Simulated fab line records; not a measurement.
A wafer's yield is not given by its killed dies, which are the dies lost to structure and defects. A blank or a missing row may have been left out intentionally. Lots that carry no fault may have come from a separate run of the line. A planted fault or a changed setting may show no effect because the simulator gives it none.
A struck lot beside a sound one	flow n5_finfet	15 out of 1938 route steps
Sound: the wafers L837.2, L837.3, L837.6. Struck: wafer L847.4 (L847.1, L847.2, from the same lot, were not struck and are left out); the cause is given at the end.
Each step with rows lists, per side, the tool, then ch with its chambers, then its first start. Under that, the readings that differ: sound wafers	struck wafers	difference of the means	sigmas: that difference in standard deviations of wafers without a fault.
alike: words and numbers the same on both sides, and readings whose means are apart by under 2 such deviations; not compared: readings that were withheld, readings missing a value for some wafer, numbers with overlapping values and no deviation given by the record, and bounds like >300 which may hide the same value.
The two part at a step that has a row with sigmas, a row that says differs or no value, or rows on one side only. When numbers do not overlap yet have no deviation, they are printed without sigmas and do not part them. A reading that every wafer of one side lacks parts them only if that side has two wafers or more.

first, 3 steps without rows for these wafers: N5_BEOL_M6_EXPOSE_25 (exposes mask V5, target cd 40 nm); N5_BEOL_M6_PEB_26 (peb time 60 s); N5_BEOL_M6_DEVELOP_27 (develop time 30 s).
N5_BEOL_M6_CD_MEAS_28: target cd 40 nm.
  sound on cd_sem-03 ch 0, day 9 10:57; struck on cd_sem-03 ch 0, day 11 13:58
  alike: cd_nm
N5_BEOL_M6_OVL_MEAS_29:
  sound on overlay-02 ch 0, day 9 10:59; struck on overlay-02 ch 0, day 11 14:00
  alike: V5_OVL
N5_BEOL_M6_INSPECT_30: inspects for defects (brightfield).
  sound on defect_inspect-01, day 9 11:02; struck on defect_inspect-01, day 11 14:04
  alike: raw_defect_count
N5_BEOL_M6_DESCUM_33: chemistry O2, time 7 s.
  sound on rie_diel-04 ch 0,1,3, day 9 11:17; struck on rie_diel-04 ch 0, day 11 14:05
  alike: drypump_motor_current_A, oes_product_au, rf_fwd_power_W, rf_vpp_V, showerhead_plenum_p_Torr, temp_c, throttle_valve_pct
  not compared: rf_hours_counter_h
N5_BEOL_M6_ETCH_72: etches underlayer in N2/H2, target depth 6.5 nm, time 5.2 s.
  sound on rie_diel-04 ch 0,1,3, day 9 11:20; struck on rie_diel-04 ch 0, day 11 14:08
reading	sound	struck	difference	sigmas
etch_rf_on_time_s (s)	5.09 5.19 5.00	5.25	+0.16	+2
  alike: drypump_motor_current_A, n2_flow_sccm, oes_product_au, rf_fwd_power_W, rf_vpp_V, showerhead_plenum_p_Torr, throttle_valve_pct
  not compared: rf_hours_counter_h
N5_BEOL_M6_ETCH_65: etches SiARC in CF4, target depth 15.6 nm, time 26 s.
  sound on rie_diel-04 ch 0,1,3, day 9 11:21; struck on rie_diel-04 ch 0, day 11 14:08
reading	sound	struck	difference	sigmas
rf_fwd_power_W (W)	534.9 531.4 533.2	527.2	-6.0	-2
  alike: drypump_motor_current_A, etch_rf_on_time_s, oes_product_au, rf_vpp_V, showerhead_plenum_p_Torr, throttle_valve_pct
  not compared: rf_hours_counter_h
N5_BEOL_M6_ETCH_66: etches SOC in N2/H2, target depth 80 nm, overetch 16 nm, time 120 s.
  sound on rie_diel-04 ch 0,1,3, day 9 11:22; struck on rie_diel-04 ch 0, day 11 14:10
reading	sound	struck	difference	sigmas
n2_flow_sccm (sccm)	199.4 199.5 199.2	201.0	+1.6	+3
  alike: drypump_motor_current_A, oes_product_au, rf_fwd_power_W, rf_vpp_V, showerhead_plenum_p_Torr, temp_c, throttle_valve_pct
  not compared: rf_hours_counter_h
then, 2 steps without rows for these wafers: N5_BEOL_M6_STRIP_69 (strips in N2/H2); N5_BEOL_M6_STRIP_73 (strips in N2/H2).
N5_BEOL_M6_VIA_ETCH_34: etches SiCOH lowk in C4F6/O2, target depth 126.3 nm, time 50.9 s.
  sound on rie_diel-04 ch 0,1,3, day 9 11:28; struck on rie_diel-04 ch 0, day 11 14:16
reading	sound	struck	difference	sigmas
model.etch.depth_nm (nm)	126.3 125.5 129.3	164.6	+37.6	
model.SOC_of_BEOL_M6_COAT_63.thk_nm (nm)	54.2 54 53.8	52.2	-1.8	
model.BEOL_M6.cd_nm (nm)	40.2 39.8 40.2	40.4	+0.3	
  alike: O2_flow_sccm, drypump_motor_current_A, oes_product_au, rf_fwd_power_W, rf_vpp_V, showerhead_plenum_p_Torr, throttle_valve_pct
  not compared: rf_hours_counter_h
then, 1 step without rows for these wafers: N5_BEOL_M6_STRIP_76 (strips in C4F6/O2).
-- here the record skips 3 days between the struck wafers' starts before and after, leaving off in module BEOL_M6 and picking up in module PASSIVATION (first step shown: number 1936 of the route) --
N5_PASSIVATION_PROBE_49:
  record: rows for the struck wafers here (prober-02, day 15 01:25), none for the sound ones

WHERE THEY PART
First at N5_BEOL_M6_ETCH_72; last, within this record, at N5_PASSIVATION_PROBE_49.

WHY: what the simulator had put in
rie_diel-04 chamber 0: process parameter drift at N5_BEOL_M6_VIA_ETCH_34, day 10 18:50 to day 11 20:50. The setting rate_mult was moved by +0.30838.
